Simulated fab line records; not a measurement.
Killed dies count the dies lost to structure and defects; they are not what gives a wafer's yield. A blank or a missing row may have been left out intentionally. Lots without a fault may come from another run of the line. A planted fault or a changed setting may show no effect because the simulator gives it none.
fab line records / flow n5-finfet / part 2 of 2: steps 5 to 6 of 6
[record] lots = 23 wafers = 69 last-day = 18
route steps=1938 shown BEOL_M1@794 BEOL_M2@860
lots with no fault: from the same line, run without faults
start-h: start of the lot's first displayed wafer, in hours after the record's first day / wait-h: hours elapsed since this lot's preceding step / " same as the row above / L1.1+2: a single row standing in for several wafers / - no value, or no start given / * or withheld: withheld / < > ~ a bound
route shown NAME@n: a module of which the file shows steps, and the number in the route of the first / usual: average and standard deviation across the fault-free wafers / same: alike in all rows / chamber/n: place in a boat / sites: each site's reading / _std_site: standard deviation across them / _edge_site: mean of outer sites minus mean of inner sites / radius-mm: how far each site lies from the wafer's centre / mask NAME#n: copy n / behind: tool/chamber where the wafer was last shaped / hold: what put the lot on hold/how long, in hours/how the hold closed / device: the n, p or np transistor that did not switch / end of line: tests of these same wafers at the route's end / a step without rows: its recipe alone / killed: dies that structure and defects cost at the first sort, which is not the same as the wafer's yield / map: a wafer's dies, marking killed ones x, the rest . and places with no die _
set.NAME: setting as actually run; set.NAME@STEP: the setting as run at that earlier step / model.NAME: the simulator's own value behind a step, which no gauge read
the route's steps for a sample of lots (tables are steps, rows are wafers)
services: the hour from which a tool's chamber was out of use, counted from the record's first day as start-h (under 0 if before that day), plus the number of hours and why
[[steps]]
[step N5_BEOL_M2_ETCH_41]
[recipe] chemistry = CH3F/O2 target = SiCN target-depth-a = 299 taper-deg = 2 time-s = 52.5 ion-energy-ev = 120 mask-material = TiN pressure-mtorr = 30 source-w = 395 bias-w = 75 Ar_flow_sccm = 150 CH3F_flow_sccm = 30 O2_flow_sccm = 20
[usual] drypump-motor-current-A = 5.7/0.52 oes-product-au = 0.83/0.11 rf-vpp-V = 296.9/1.6 showerhead-plenum-p-Torr = 1.98/0.077 throttle-valve-pct = 16.23/0.22
lot.wafer=L075.1 tool=rie-diel-06 chamber=1 start-h=- wait-h=- drypump-motor-current-A=4.9 oes-product-au=0.81 rf-hours-counter-h=112 rf-vpp-V=297.6 showerhead-plenum-p-Torr=2.02 throttle-valve-pct=16.11
lot.wafer=L075.5 tool=rie-diel-06 chamber=2 start-h=- wait-h=- drypump-motor-current-A=5.5 oes-product-au=0.86 rf-hours-counter-h=- rf-vpp-V=297.6 showerhead-plenum-p-Torr=2.02 throttle-valve-pct=16.45
lot.wafer=L075.6 tool=rie-diel-06 chamber=3 start-h=- wait-h=- drypump-motor-current-A=5.3 oes-product-au=0.95 rf-hours-counter-h=- rf-vpp-V=296.7 showerhead-plenum-p-Torr=1.97 throttle-valve-pct=15.87
lot.wafer=L076.1 tool=rie-diel-02 chamber=0 start-h=- wait-h=- drypump-motor-current-A=5.6 oes-product-au=0.73 rf-hours-counter-h=173 rf-vpp-V=297.3 showerhead-plenum-p-Torr=1.90 throttle-valve-pct=16.33
lot.wafer=L076.3 tool=rie-diel-02 chamber=1 start-h=- wait-h=- drypump-motor-current-A=5.4 oes-product-au=0.66 rf-hours-counter-h=- rf-vpp-V=295.4 showerhead-plenum-p-Torr=1.90 throttle-valve-pct=16.48
lot.wafer=L076.5 tool=rie-diel-02 chamber=0 start-h=- wait-h=- drypump-motor-current-A=5.6 oes-product-au=0.72 rf-hours-counter-h=- rf-vpp-V=297.2 showerhead-plenum-p-Torr=1.90 throttle-valve-pct=16.34
lot.wafer=L077.2 tool=rie-diel-02 chamber=0 start-h=- wait-h=- drypump-motor-current-A=5.6 oes-product-au=0.72 rf-hours-counter-h=175 rf-vpp-V=295.6 showerhead-plenum-p-Torr=1.90 throttle-valve-pct=16.34
lot.wafer=L077.5 tool=rie-diel-02 chamber=1 start-h=- wait-h=- drypump-motor-current-A=5.4 oes-product-au=0.67 rf-hours-counter-h=- rf-vpp-V=296.5 showerhead-plenum-p-Torr=1.90 throttle-valve-pct=16.47
lot.wafer=L077.6 tool=rie-diel-02 chamber=0 start-h=- wait-h=- drypump-motor-current-A=5.6 oes-product-au=0.73 rf-hours-counter-h=- rf-vpp-V=295.5 showerhead-plenum-p-Torr=1.90 throttle-valve-pct=16.33
lot.wafer=L078.3 tool=rie-diel-02 chamber=3 start-h=- wait-h=- drypump-motor-current-A=6.6 oes-product-au=0.69 rf-hours-counter-h=206 rf-vpp-V=294.9 showerhead-plenum-p-Torr=1.89 throttle-valve-pct=16.11
lot.wafer=L078.5 tool=rie-diel-02 chamber=2 start-h=- wait-h=- drypump-motor-current-A=5.4 oes-product-au=0.98 rf-hours-counter-h=- rf-vpp-V=299.8 showerhead-plenum-p-Torr=2.14 throttle-valve-pct=16.16
lot.wafer=L078.6 tool=rie-diel-02 chamber=1 start-h=- wait-h=- drypump-motor-current-A=5.3 oes-product-au=0.67 rf-hours-counter-h=- rf-vpp-V=295.0 showerhead-plenum-p-Torr=1.90 throttle-valve-pct=16.48
lot.wafer=L079.2 tool=rie-diel-01 chamber=0 start-h=- wait-h=- drypump-motor-current-A=6.0 oes-product-au=0.77 rf-hours-counter-h=120 rf-vpp-V=295.9 showerhead-plenum-p-Torr=2.02 throttle-valve-pct=16.33
lot.wafer=L079.5 tool=rie-diel-01 chamber=3 start-h=- wait-h=- drypump-motor-current-A=6.1 oes-product-au=0.92 rf-hours-counter-h=- rf-vpp-V=295.6 showerhead-plenum-p-Torr=1.98 throttle-valve-pct=16.30
lot.wafer=L079.6 tool=rie-diel-01 chamber=1 start-h=- wait-h=- drypump-motor-current-A=6.7 oes-product-au=0.97 rf-hours-counter-h=- rf-vpp-V=295.2 showerhead-plenum-p-Torr=1.96 throttle-valve-pct=16.26
lot.wafer=L081.1 tool=rie-diel-01 chamber=2 start-h=- wait-h=- drypump-motor-current-A=5.1 oes-product-au=0.99 rf-hours-counter-h=1 rf-vpp-V=296.4 showerhead-plenum-p-Torr=1.96 throttle-valve-pct=15.75
lot.wafer=L081.4 tool=rie-diel-01 chamber=3 start-h=- wait-h=- drypump-motor-current-A=6.1 oes-product-au=0.91 rf-hours-counter-h=19 rf-vpp-V=297.3 showerhead-plenum-p-Torr=1.97 throttle-valve-pct=16.33
lot.wafer=L081.6 tool=rie-diel-01 chamber=2 start-h=- wait-h=- drypump-motor-current-A=5.2 oes-product-au=0.99 rf-hours-counter-h=- rf-vpp-V=297.4 showerhead-plenum-p-Torr=1.96 throttle-valve-pct=15.79
lot.wafer=L080.2 tool=rie-diel-02 chamber=3 start-h=- wait-h=- drypump-motor-current-A=6.5 oes-product-au=0.69 rf-hours-counter-h=211 rf-vpp-V=296.7 showerhead-plenum-p-Torr=1.89 throttle-valve-pct=16.13
lot.wafer=L080.3 tool=rie-diel-02 chamber=1 start-h=- wait-h=- drypump-motor-current-A=5.4 oes-product-au=0.66 rf-hours-counter-h=239 rf-vpp-V=295.1 showerhead-plenum-p-Torr=1.90 throttle-valve-pct=16.51
lot.wafer=L080.6 tool=rie-diel-02 chamber=1 start-h=- wait-h=- drypump-motor-current-A=5.4 oes-product-au=0.66 rf-hours-counter-h=- rf-vpp-V=294.9 showerhead-plenum-p-Torr=1.90 throttle-valve-pct=16.52
lot.wafer=L082.1 tool=rie-diel-01 chamber=3 start-h=- wait-h=- drypump-motor-current-A=6.1 oes-product-au=0.91 rf-hours-counter-h=21 rf-vpp-V=295.9 showerhead-plenum-p-Torr=1.97 throttle-valve-pct=16.31
lot.wafer=L082.2 tool=rie-diel-01 chamber=2 start-h=- wait-h=- drypump-motor-current-A=5.1 oes-product-au=0.98 rf-hours-counter-h=3 rf-vpp-V=296.9 showerhead-plenum-p-Torr=1.96 throttle-valve-pct=15.78
lot.wafer=L082.5 tool=rie-diel-01 chamber=2 start-h=- wait-h=- drypump-motor-current-A=5.1 oes-product-au=0.99 rf-hours-counter-h=- rf-vpp-V=297.2 showerhead-plenum-p-Torr=1.96 throttle-valve-pct=15.77
lot.wafer=L083.2 tool=rie-diel-01 chamber=1 start-h=- wait-h=- drypump-motor-current-A=6.7 oes-product-au=0.95 rf-hours-counter-h=12 rf-vpp-V=295.8 showerhead-plenum-p-Torr=1.96 throttle-valve-pct=16.29
lot.wafer=L083.5 tool=rie-diel-01 chamber=0 start-h=- wait-h=- drypump-motor-current-A=6.0 oes-product-au=0.76 rf-hours-counter-h=- rf-vpp-V=297.0 showerhead-plenum-p-Torr=2.02 throttle-valve-pct=16.35
lot.wafer=L083.6 tool=rie-diel-01 chamber=1 start-h=- wait-h=- drypump-motor-current-A=6.7 oes-product-au=0.94 rf-hours-counter-h=- rf-vpp-V=295.2 showerhead-plenum-p-Torr=1.96 throttle-valve-pct=16.28
lot.wafer=L084.1 tool=rie-diel-02 chamber=0 start-h=- wait-h=- drypump-motor-current-A=5.6 oes-product-au=0.71 rf-hours-counter-h=193 rf-vpp-V=296.0 showerhead-plenum-p-Torr=1.89 throttle-valve-pct=16.38
lot.wafer=L084.5 tool=rie-diel-02 chamber=1 start-h=- wait-h=- drypump-motor-current-A=5.4 oes-product-au=0.66 rf-hours-counter-h=- rf-vpp-V=296.0 showerhead-plenum-p-Torr=1.90 throttle-valve-pct=16.52
lot.wafer=L084.6 tool=rie-diel-02 chamber=0 start-h=- wait-h=- drypump-motor-current-A=5.6 oes-product-au=0.72 rf-hours-counter-h=- rf-vpp-V=294.9 showerhead-plenum-p-Torr=1.89 throttle-valve-pct=16.38
lot.wafer=L085.2 tool=rie-diel-06 chamber=1 start-h=- wait-h=- drypump-motor-current-A=4.9 oes-product-au=0.79 rf-hours-counter-h=130 rf-vpp-V=297.0 showerhead-plenum-p-Torr=2.01 throttle-valve-pct=16.14
lot.wafer=L085.3 tool=rie-diel-06 chamber=0 start-h=- wait-h=- drypump-motor-current-A=5.5 oes-product-au=0.94 rf-hours-counter-h=13 rf-vpp-V=299.9 showerhead-plenum-p-Torr=2.13 throttle-valve-pct=16.08
lot.wafer=L085.5 tool=rie-diel-06 chamber=0 start-h=- wait-h=- drypump-motor-current-A=5.5 oes-product-au=0.94 rf-hours-counter-h=- rf-vpp-V=299.4 showerhead-plenum-p-Torr=2.13 throttle-valve-pct=16.10
lot.wafer=L086.1 tool=rie-diel-01 chamber=3 start-h=- wait-h=- drypump-motor-current-A=6.1 oes-product-au=0.89 rf-hours-counter-h=28 rf-vpp-V=296.7 showerhead-plenum-p-Torr=1.97 throttle-valve-pct=16.34
lot.wafer=L086.5 tool=rie-diel-01 chamber=2 start-h=- wait-h=- drypump-motor-current-A=5.1 oes-product-au=0.95 rf-hours-counter-h=- rf-vpp-V=296.4 showerhead-plenum-p-Torr=1.96 throttle-valve-pct=15.80
lot.wafer=L086.6 tool=rie-diel-01 chamber=1 start-h=- wait-h=- drypump-motor-current-A=6.7 oes-product-au=0.92 rf-hours-counter-h=- rf-vpp-V=298.0 showerhead-plenum-p-Torr=1.96 throttle-valve-pct=16.30
lot.wafer=L087.2 tool=rie-diel-01 chamber=0 start-h=- wait-h=- drypump-motor-current-A=6.0 oes-product-au=0.75 rf-hours-counter-h=139 rf-vpp-V=298.6 showerhead-plenum-p-Torr=2.01 throttle-valve-pct=16.38
lot.wafer=L087.3 tool=rie-diel-01 chamber=2 start-h=- wait-h=- drypump-motor-current-A=5.1 oes-product-au=0.93 rf-hours-counter-h=16 rf-vpp-V=296.9 showerhead-plenum-p-Torr=1.96 throttle-valve-pct=15.81
lot.wafer=L087.5 tool=rie-diel-01 chamber=1 start-h=- wait-h=- drypump-motor-current-A=6.7 oes-product-au=0.91 rf-hours-counter-h=- rf-vpp-V=296.0 showerhead-plenum-p-Torr=1.95 throttle-valve-pct=16.30
lot.wafer=L089.1 tool=rie-diel-02 chamber=0 start-h=- wait-h=- drypump-motor-current-A=5.6 oes-product-au=0.70 rf-hours-counter-h=206 rf-vpp-V=296.3 showerhead-plenum-p-Torr=1.89 throttle-valve-pct=16.41
lot.wafer=L089.2 tool=rie-diel-02 chamber=3 start-h=- wait-h=- drypump-motor-current-A=6.5 oes-product-au=0.67 rf-hours-counter-h=229 rf-vpp-V=295.7 showerhead-plenum-p-Torr=1.89 throttle-valve-pct=16.16
lot.wafer=L089.5 tool=rie-diel-02 chamber=3 start-h=- wait-h=- drypump-motor-current-A=6.5 oes-product-au=0.66 rf-hours-counter-h=- rf-vpp-V=295.5 showerhead-plenum-p-Torr=1.89 throttle-valve-pct=16.15
lot.wafer=L088.1 tool=rie-diel-06 chamber=3 start-h=- wait-h=- drypump-motor-current-A=5.3 oes-product-au=0.89 rf-hours-counter-h=37 rf-vpp-V=297.7 showerhead-plenum-p-Torr=1.96 throttle-valve-pct=15.92
lot.wafer=L088.3 tool=rie-diel-06 chamber=1 start-h=- wait-h=- drypump-motor-current-A=4.9 oes-product-au=0.78 rf-hours-counter-h=142 rf-vpp-V=297.1 showerhead-plenum-p-Torr=2.01 throttle-valve-pct=16.18
lot.wafer=L088.5 tool=rie-diel-06 chamber=2 start-h=- wait-h=- drypump-motor-current-A=5.5 oes-product-au=0.84 rf-hours-counter-h=- rf-vpp-V=297.9 showerhead-plenum-p-Torr=2.01 throttle-valve-pct=16.51
lot.wafer=L090.1 tool=rie-diel-02 chamber=2 start-h=- wait-h=- drypump-motor-current-A=5.4 oes-product-au=0.90 rf-hours-counter-h=32 rf-vpp-V=300.1 showerhead-plenum-p-Torr=2.13 throttle-valve-pct=16.22
lot.wafer=L090.3 tool=rie-diel-02 chamber=0 start-h=- wait-h=- drypump-motor-current-A=5.6 oes-product-au=0.70 rf-hours-counter-h=211 rf-vpp-V=295.6 showerhead-plenum-p-Torr=1.89 throttle-valve-pct=16.40
lot.wafer=L090.4 tool=rie-diel-02 chamber=3 start-h=- wait-h=- drypump-motor-current-A=6.5 oes-product-au=0.67 rf-hours-counter-h=- rf-vpp-V=296.2 showerhead-plenum-p-Torr=1.89 throttle-valve-pct=16.16
lot.wafer=L091.1 tool=rie-diel-06 chamber=0 start-h=- wait-h=- drypump-motor-current-A=5.5 oes-product-au=0.92 rf-hours-counter-h=28 rf-vpp-V=300.2 showerhead-plenum-p-Torr=2.12 throttle-valve-pct=16.12
lot.wafer=L091.2 tool=rie-diel-06 chamber=3 start-h=- wait-h=- drypump-motor-current-A=5.3 oes-product-au=0.89 rf-hours-counter-h=40 rf-vpp-V=297.1 showerhead-plenum-p-Torr=1.96 throttle-valve-pct=15.92
lot.wafer=L091.5 tool=rie-diel-06 chamber=3 start-h=- wait-h=- drypump-motor-current-A=5.2 oes-product-au=0.89 rf-hours-counter-h=- rf-vpp-V=295.8 showerhead-plenum-p-Torr=1.96 throttle-valve-pct=15.93
lot.wafer=L092.1 tool=rie-diel-02 chamber=2 start-h=- wait-h=- drypump-motor-current-A=5.4 oes-product-au=0.89 rf-hours-counter-h=35 rf-vpp-V=299.5 showerhead-plenum-p-Torr=2.13 throttle-valve-pct=16.19
lot.wafer=L092.2 tool=rie-diel-02 chamber=3 start-h=- wait-h=- drypump-motor-current-A=6.6 oes-product-au=0.67 rf-hours-counter-h=236 rf-vpp-V=295.3 showerhead-plenum-p-Torr=1.88 throttle-valve-pct=16.17
lot.wafer=L092.3 tool=rie-diel-02 chamber=0 start-h=- wait-h=- drypump-motor-current-A=5.6 oes-product-au=0.70 rf-hours-counter-h=213 rf-vpp-V=294.4 showerhead-plenum-p-Torr=1.89 throttle-valve-pct=16.41
lot.wafer=L095.2 tool=rie-diel-02 chamber=1 start-h=- wait-h=- drypump-motor-current-A=5.3 oes-product-au=0.94 rf-hours-counter-h=7 rf-vpp-V=298.2 showerhead-plenum-p-Torr=2.14 throttle-valve-pct=16.08
lot.wafer=L095.3 tool=rie-diel-02 chamber=3 start-h=- wait-h=- drypump-motor-current-A=6.5 oes-product-au=0.66 rf-hours-counter-h=243 rf-vpp-V=294.8 showerhead-plenum-p-Torr=1.88 throttle-valve-pct=16.20
lot.wafer=L095.4 tool=rie-diel-02 chamber=0 start-h=- wait-h=- drypump-motor-current-A=5.6 oes-product-au=0.70 rf-hours-counter-h=218 rf-vpp-V=296.7 showerhead-plenum-p-Torr=1.88 throttle-valve-pct=16.42
lot.wafer=L094.2 tool=rie-diel-01 chamber=2 start-h=- wait-h=- drypump-motor-current-A=5.1 oes-product-au=0.92 rf-hours-counter-h=31 rf-vpp-V=297.0 showerhead-plenum-p-Torr=1.95 throttle-valve-pct=15.83
lot.wafer=L094.4 tool=rie-diel-01 chamber=1 start-h=- wait-h=- drypump-motor-current-A=6.7 oes-product-au=0.88 rf-hours-counter-h=38 rf-vpp-V=294.5 showerhead-plenum-p-Torr=1.95 throttle-valve-pct=16.33
lot.wafer=L094.5 tool=rie-diel-01 chamber=0 start-h=- wait-h=- drypump-motor-current-A=6.0 oes-product-au=0.74 rf-hours-counter-h=- rf-vpp-V=297.6 showerhead-plenum-p-Torr=2.01 throttle-valve-pct=16.40
lot.wafer=L093.1 tool=rie-diel-06 chamber=0 start-h=- wait-h=- drypump-motor-current-A=5.5 oes-product-au=0.90 rf-hours-counter-h=37 rf-vpp-V=300.6 showerhead-plenum-p-Torr=2.12 throttle-valve-pct=16.13
lot.wafer=L093.4 tool=rie-diel-06 chamber=2 start-h=- wait-h=- drypump-motor-current-A=5.5 oes-product-au=0.82 rf-hours-counter-h=89 rf-vpp-V=296.7 showerhead-plenum-p-Torr=2.01 throttle-valve-pct=16.52
lot.wafer=L093.5 tool=rie-diel-06 chamber=2 start-h=- wait-h=- drypump-motor-current-A=5.5 oes-product-au=0.81 rf-hours-counter-h=- rf-vpp-V=298.3 showerhead-plenum-p-Torr=2.01 throttle-valve-pct=16.53
lot.wafer=L096.2 tool=rie-diel-01 chamber=1 start-h=- wait-h=- drypump-motor-current-A=6.7 oes-product-au=0.87 rf-hours-counter-h=44 rf-vpp-V=296.7 showerhead-plenum-p-Torr=1.95 throttle-valve-pct=16.35
lot.wafer=L096.3 tool=rie-diel-01 chamber=2 start-h=- wait-h=- drypump-motor-current-A=5.1 oes-product-au=0.89 rf-hours-counter-h=38 rf-vpp-V=295.9 showerhead-plenum-p-Torr=1.95 throttle-valve-pct=15.83
lot.wafer=L096.6 tool=rie-diel-01 chamber=1 start-h=- wait-h=- drypump-motor-current-A=6.7 oes-product-au=0.86 rf-hours-counter-h=- rf-vpp-V=295.7 showerhead-plenum-p-Torr=1.95 throttle-valve-pct=16.36
lot.wafer=L097.1 tool=rie-diel-06 chamber=3 start-h=- wait-h=- drypump-motor-current-A=5.3 oes-product-au=0.86 rf-hours-counter-h=56 rf-vpp-V=296.3 showerhead-plenum-p-Torr=1.95 throttle-valve-pct=15.93
lot.wafer=L097.5 tool=rie-diel-06 chamber=3 start-h=- wait-h=- drypump-motor-current-A=5.3 oes-product-au=0.86 rf-hours-counter-h=- rf-vpp-V=295.1 showerhead-plenum-p-Torr=1.95 throttle-valve-pct=15.96
lot.wafer=L097.6 tool=rie-diel-06 chamber=2 start-h=- wait-h=- drypump-motor-current-A=5.5 oes-product-au=0.81 rf-hours-counter-h=- rf-vpp-V=299.1 showerhead-plenum-p-Torr=2.00 throttle-valve-pct=16.54
[step N5_BEOL_M2_CD_MEAS_35]
[recipe] target-cd-nm = 18 target-cd-y-nm = 22.2 polarity = opening
[usual] cd-nm = 17.9/0.4
lot.wafer=L075.1 tool=cd-sem-03 chamber=- start-h=146.58 wait-h=0.0 cd-nm=17.3
lot.wafer=L075.5 tool=cd-sem-03 chamber=- start-h=146.58 wait-h=0.0 cd-nm=17.6
lot.wafer=L075.6 tool=cd-sem-03 chamber=- start-h=146.58 wait-h=0.0 cd-nm=18.3
lot.wafer=L076.1 tool=cd-sem-02 chamber=- start-h=147.31 wait-h=0.0 cd-nm=18.0
lot.wafer=L076.3 tool=cd-sem-02 chamber=- start-h=147.31 wait-h=0.0 cd-nm=17.9
lot.wafer=L076.5 tool=cd-sem-02 chamber=- start-h=147.31 wait-h=0.0 cd-nm=18.0
lot.wafer=L077.2 tool=cd-sem-01 chamber=- start-h=149.54 wait-h=0.0 cd-nm=18.2
lot.wafer=L077.5 tool=cd-sem-01 chamber=- start-h=149.54 wait-h=0.0 cd-nm=18.5
lot.wafer=L077.6 tool=cd-sem-01 chamber=- start-h=149.54 wait-h=0.0 cd-nm=18.2
lot.wafer=L078.3 tool=cd-sem-02 chamber=- start-h=168.82 wait-h=0.0 cd-nm=18.2
lot.wafer=L078.5 tool=cd-sem-02 chamber=- start-h=168.82 wait-h=0.0 cd-nm=18.9
lot.wafer=L078.6 tool=cd-sem-02 chamber=- start-h=168.82 wait-h=0.0 cd-nm=17.9
lot.wafer=L079.2 tool=cd-sem-01 chamber=- start-h=168.91 wait-h=0.0 cd-nm=17.6
lot.wafer=L079.5 tool=cd-sem-01 chamber=- start-h=168.91 wait-h=0.0 cd-nm=17.8
lot.wafer=L079.6 tool=cd-sem-01 chamber=- start-h=168.91 wait-h=0.0 cd-nm=18.0
lot.wafer=L081.1 tool=cd-sem-03 chamber=- start-h=186.94 wait-h=0.0 cd-nm=17.6
lot.wafer=L081.4 tool=cd-sem-03 chamber=- start-h=186.94 wait-h=0.0 cd-nm=17.8
lot.wafer=L081.6 tool=cd-sem-03 chamber=- start-h=186.94 wait-h=0.0 cd-nm=17.3
lot.wafer=L080.2 tool=cd-sem-02 chamber=- start-h=187.06 wait-h=0.0 cd-nm=18.3
lot.wafer=L080.3 tool=cd-sem-02 chamber=- start-h=187.06 wait-h=0.0 cd-nm=17.8
lot.wafer=L080.6 tool=cd-sem-02 chamber=- start-h=187.06 wait-h=0.0 cd-nm=17.9
lot.wafer=L082.1 tool=cd-sem-02 chamber=- start-h=191.71 wait-h=0.0 cd-nm=18.1
lot.wafer=L082.2 tool=cd-sem-02 chamber=- start-h=191.71 wait-h=0.0 cd-nm=17.6
lot.wafer=L082.5 tool=cd-sem-02 chamber=- start-h=191.71 wait-h=0.0 cd-nm=18.4
lot.wafer=L083.2 tool=cd-sem-02 chamber=- start-h=196.58 wait-h=0.0 cd-nm=18.4
lot.wafer=L083.5 tool=cd-sem-02 chamber=- start-h=196.58 wait-h=0.0 cd-nm=17.8
lot.wafer=L083.6 tool=cd-sem-02 chamber=- start-h=196.58 wait-h=0.0 cd-nm=18.3
lot.wafer=L084.1 tool=cd-sem-03 chamber=- start-h=199.77 wait-h=0.0 cd-nm=18.0
lot.wafer=L084.5 tool=cd-sem-03 chamber=- start-h=199.77 wait-h=0.0 cd-nm=18.2
lot.wafer=L084.6 tool=cd-sem-03 chamber=- start-h=199.77 wait-h=0.0 cd-nm=17.2
lot.wafer=L085.2 tool=cd-sem-03 chamber=- start-h=203.46 wait-h=0.0 cd-nm=18.3
lot.wafer=L085.3 tool=cd-sem-03 chamber=- start-h=203.46 wait-h=0.0 cd-nm=18.2
lot.wafer=L085.5 tool=cd-sem-03 chamber=- start-h=203.46 wait-h=0.0 cd-nm=17.9
lot.wafer=L086.1 tool=cd-sem-02 chamber=- start-h=216.82 wait-h=0.0 cd-nm=17.7
lot.wafer=L086.5 tool=cd-sem-02 chamber=- start-h=216.82 wait-h=0.0 cd-nm=18.0
lot.wafer=L086.6 tool=cd-sem-02 chamber=- start-h=216.82 wait-h=0.0 cd-nm=16.8
lot.wafer=L087.2 tool=cd-sem-03 chamber=- start-h=228.66 wait-h=0.0 cd-nm=17.9
lot.wafer=L087.3 tool=cd-sem-03 chamber=- start-h=228.66 wait-h=0.0 cd-nm=18.1
lot.wafer=L087.5 tool=cd-sem-03 chamber=- start-h=228.66 wait-h=0.0 cd-nm=18.6
lot.wafer=L089.1 tool=cd-sem-01 chamber=- start-h=233.95 wait-h=0.0 cd-nm=18.1
lot.wafer=L089.2 tool=cd-sem-01 chamber=- start-h=233.95 wait-h=0.0 cd-nm=17.7
lot.wafer=L089.5 tool=cd-sem-01 chamber=- start-h=233.95 wait-h=0.0 cd-nm=18.2
lot.wafer=L088.1 tool=cd-sem-02 chamber=- start-h=239.19 wait-h=0.0 cd-nm=18.4
lot.wafer=L088.3 tool=cd-sem-02 chamber=- start-h=239.19 wait-h=0.0 cd-nm=17.7
lot.wafer=L088.5 tool=cd-sem-02 chamber=- start-h=239.19 wait-h=0.0 cd-nm=17.9
lot.wafer=L090.1 tool=cd-sem-01 chamber=- start-h=243.43 wait-h=0.0 cd-nm=18.6
lot.wafer=L090.3 tool=cd-sem-01 chamber=- start-h=243.43 wait-h=0.0 cd-nm=18.4
lot.wafer=L090.4 tool=cd-sem-01 chamber=- start-h=243.43 wait-h=0.0 cd-nm=17.8
lot.wafer=L091.1 tool=cd-sem-03 chamber=- start-h=248.67 wait-h=0.0 cd-nm=17.9
lot.wafer=L091.2 tool=cd-sem-03 chamber=- start-h=248.67 wait-h=0.0 cd-nm=17.5
lot.wafer=L091.5 tool=cd-sem-03 chamber=- start-h=248.67 wait-h=0.0 cd-nm=17.4
lot.wafer=L092.1 tool=cd-sem-01 chamber=- start-h=251.11 wait-h=0.0 cd-nm=17.1
lot.wafer=L092.2 tool=cd-sem-01 chamber=- start-h=251.11 wait-h=0.0 cd-nm=17.7
lot.wafer=L092.3 tool=cd-sem-01 chamber=- start-h=251.11 wait-h=0.0 cd-nm=17.4
lot.wafer=L095.2 tool=cd-sem-01 chamber=- start-h=269.09 wait-h=0.0 cd-nm=17.6
lot.wafer=L095.3 tool=cd-sem-01 chamber=- start-h=269.09 wait-h=0.0 cd-nm=17.9
lot.wafer=L095.4 tool=cd-sem-01 chamber=- start-h=269.09 wait-h=0.0 cd-nm=18.3
lot.wafer=L094.2 tool=cd-sem-03 chamber=- start-h=269.18 wait-h=0.0 cd-nm=18.4
lot.wafer=L094.4 tool=cd-sem-03 chamber=- start-h=269.18 wait-h=0.0 cd-nm=18.2
lot.wafer=L094.5 tool=cd-sem-03 chamber=- start-h=269.18 wait-h=0.0 cd-nm=17.5
lot.wafer=L093.1 tool=cd-sem-03 chamber=- start-h=277.90 wait-h=0.0 cd-nm=17.8
lot.wafer=L093.4 tool=cd-sem-03 chamber=- start-h=277.90 wait-h=0.0 cd-nm=17.7
lot.wafer=L093.5 tool=cd-sem-03 chamber=- start-h=277.90 wait-h=0.0 cd-nm=17.2
lot.wafer=L096.2 tool=cd-sem-01 chamber=- start-h=287.21 wait-h=0.0 cd-nm=17.4
lot.wafer=L096.3 tool=cd-sem-01 chamber=- start-h=287.21 wait-h=0.0 cd-nm=18.2
lot.wafer=L096.6 tool=cd-sem-01 chamber=- start-h=287.21 wait-h=0.0 cd-nm=18.0
lot.wafer=L097.1 tool=cd-sem-02 chamber=- start-h=297.79 wait-h=0.0 cd-nm=18.1
lot.wafer=L097.5 tool=cd-sem-02 chamber=- start-h=297.79 wait-h=0.0 cd-nm=18.4
lot.wafer=L097.6 tool=cd-sem-02 chamber=- start-h=297.79 wait-h=0.0 cd-nm=18.4
[[services]]
tool=rie-diel-01 chamber=3 start-h=118.77 hours=- kind=clean
tool=rie-diel-01 chamber=3 start-h=118.77 hours=- kind=consumable-replace:focus-ring
tool=rie-diel-01 chamber=3 start-h=118.77 hours=22.9 kind=scheduled-down
tool=rie-diel-01 chamber=3 start-h=118.77 hours=22.9 kind=vent-cycle
tool=rie-diel-04 chamber=- start-h=118.88 hours=14.6 kind=pm
tool=rie-diel-02 chamber=3 start-h=126.12 hours=3.5 kind=repair
tool=rie-diel-01 chamber=1 start-h=141.67 hours=- kind=clean
tool=rie-diel-01 chamber=1 start-h=141.67 hours=- kind=consumable-replace:focus-ring
tool=rie-diel-01 chamber=1 start-h=141.67 hours=20.2 kind=scheduled-down
tool=rie-diel-01 chamber=1 start-h=141.67 hours=20.2 kind=vent-cycle
tool=rie-diel-02 chamber=3 start-h=143.67 hours=19.0 kind=repair
tool=rie-diel-01 chamber=2 start-h=162.14 hours=- kind=clean
tool=rie-diel-01 chamber=2 start-h=162.14 hours=- kind=consumable-replace:focus-ring
tool=rie-diel-01 chamber=2 start-h=162.14 hours=15.7 kind=scheduled-down
tool=rie-diel-01 chamber=2 start-h=162.14 hours=15.7 kind=vent-cycle
tool=rie-diel-04 chamber=3 start-h=164.80 hours=1.4 kind=repair
tool=rie-diel-03 chamber=1 start-h=194.09 hours=2.4 kind=repair
tool=rie-diel-02 chamber=1 start-h=209.60 hours=1.2 kind=repair
tool=rie-diel-06 chamber=2 start-h=212.80 hours=6.6 kind=repair
tool=rie-diel-01 chamber=0 start-h=231.78 hours=6.0 kind=repair
tool=rie-diel-03 chamber=1 start-h=238.76 hours=4.5 kind=repair
tool=rie-diel-02 chamber=0 start-h=262.90 hours=4.5 kind=repair
tool=rie-diel-04 chamber=3 start-h=285.00 hours=27.2 kind=repair
tool=rtp-anneal-02 chamber=- start-h=287.30 hours=3.2 kind=pm
